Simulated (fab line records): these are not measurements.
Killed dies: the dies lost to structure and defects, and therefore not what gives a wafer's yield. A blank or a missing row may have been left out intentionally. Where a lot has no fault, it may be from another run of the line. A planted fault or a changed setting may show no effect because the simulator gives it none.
Matching of chambers + flow n5 finfet + N5_MOL_CONTACT_COAG_ALD_27 on ald sin-02: 4 sister chambers
The step deposits SiOC, target thk 17 nm, pulse time 1.5 s, time 2720 s. 27 wafers are shown with their chamber, then 12 later ones without.

WAFERS, EACH WITH ITS CHAMBER
| wafer  | chamber | heater power w (W) | precursor pulse height rel |
|--------|---------|--------------------|----------------------------|
| L075.1 | 1       | 801                | 0.969                      |
| L075.3 | 3       | 909                | 0.971                      |
| L075.6 | 1       | 808                | 1.015                      |
| L076.1 | 0       | 898                | 0.984                      |
| L076.3 | 2       | 848                | 1.001                      |
| L076.5 | 3       | 875                | 1.009                      |
| L077.1 | 3       | 875                | 0.998                      |
| L077.2 | 2       | 839                | 0.967                      |
| L077.5 | 0       | 949                | 1.015                      |
| L079.2 | 0       | 925                | 0.996                      |
| L079.4 | 2       | 853                | 1.008                      |
| L079.5 | 0       | 915                | 1.005                      |
| L081.3 | 0       | 917                | 1.003                      |
| L081.4 | 2       | 830                | 1.018                      |
| L081.5 | 3       | 864                | 0.973                      |
| L082.2 | 3       | 886                | 0.993                      |
| L082.3 | 0       | 893                | 0.988                      |
| L082.6 | 0       | 919                | 0.998                      |
| L085.2 | 3       | 865                | 1.009                      |
| L085.4 | 1       | 816                | 1.007                      |
| L085.5 | 3       | 897                | 1.007                      |
| L087.1 | 3       | 856                | 1.021                      |
| L087.2 | 0       | 915                | 0.966                      |
| L087.3 | 1       | 834                | 0.988                      |
| L088.1 | 2       | 847                | 1.016                      |
| L088.4 | 1       | 819                | 0.941                      |
| L088.5 | 0       | 912                | 0.986                      |

SIGNATURES (means of the wafers above)
| reading                    | chamber 0 | chamber 1 | chamber 2 | chamber 3 | scatter within a chamber |
|----------------------------|-----------|-----------|-----------|-----------|--------------------------|
| heater power w             | 915.89    | 815.60    | 843.40    | 878.38    | 15.1                     |
| precursor pulse height rel | 0.99344   | 0.98400   | 1.00200   | 0.99762   | 0.02                     |
Rule: for a wafer and a chamber, the distance is found by dividing, reading by reading, the gap between the wafer's reading and the chamber's mean by the reading's scatter, squaring, summing and taking the root. The wafer belongs to the nearest chamber; if the next one is less than 2 further off, it can't be placed. The scatter is the square root of a quotient: the sum, over the shown wafers, of each reading's squared deviation from its chamber's mean, divided by wafers minus chambers.

WAFERS MISSING THEIR CHAMBER
| wafer  | heater power w (W) | precursor pulse height rel |
|--------|--------------------|----------------------------|
| L089.1 | 897                | 0.988                      |
| L089.3 | 821                | 0.975                      |
| L089.6 | 909                | 1.015                      |
| L092.1 | 832                | 0.975                      |
| L092.2 | 872                | 0.981                      |
| L092.3 | 915                | 1.031                      |
| L097.2 | 940                | 1.020                      |
| L097.3 | 838                | 0.997                      |
| L097.6 | 846                | 0.966                      |
| L096.3 | 851                | 0.979                      |
| L096.4 | 855                | 1.003                      |
| L096.6 | 920                | 0.979                      |

WHICH CHAMBER EACH WENT THROUGH
| wafer  | from the rows above          | in truth |
|--------|------------------------------|----------|
| L089.1 | can't be placed: 0 or 3      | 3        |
| L089.3 | can't be placed: 1 or 2      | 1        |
| L089.6 | can't be placed: 0 or 3      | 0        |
| L092.1 | can't be placed: 1 or 2      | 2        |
| L092.2 | can't be placed: 3 or 2      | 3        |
| L092.3 | can't be placed: 0 or 3      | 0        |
| L097.2 | 0                            | 0        |
| L097.3 | can't be placed: 2 or 1      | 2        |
| L097.6 | can't be placed: 2 or 1 or 3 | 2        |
| L096.3 | can't be placed: 2 or 3 or 1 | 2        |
| L096.4 | can't be placed: 2 or 3      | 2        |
| L096.6 | 0                            | 0        |
Placed correctly: 2 of 12. Cannot be placed on the basis of these rows: 10; the candidates contain the true chamber in 10. Placed wrongly: 0.
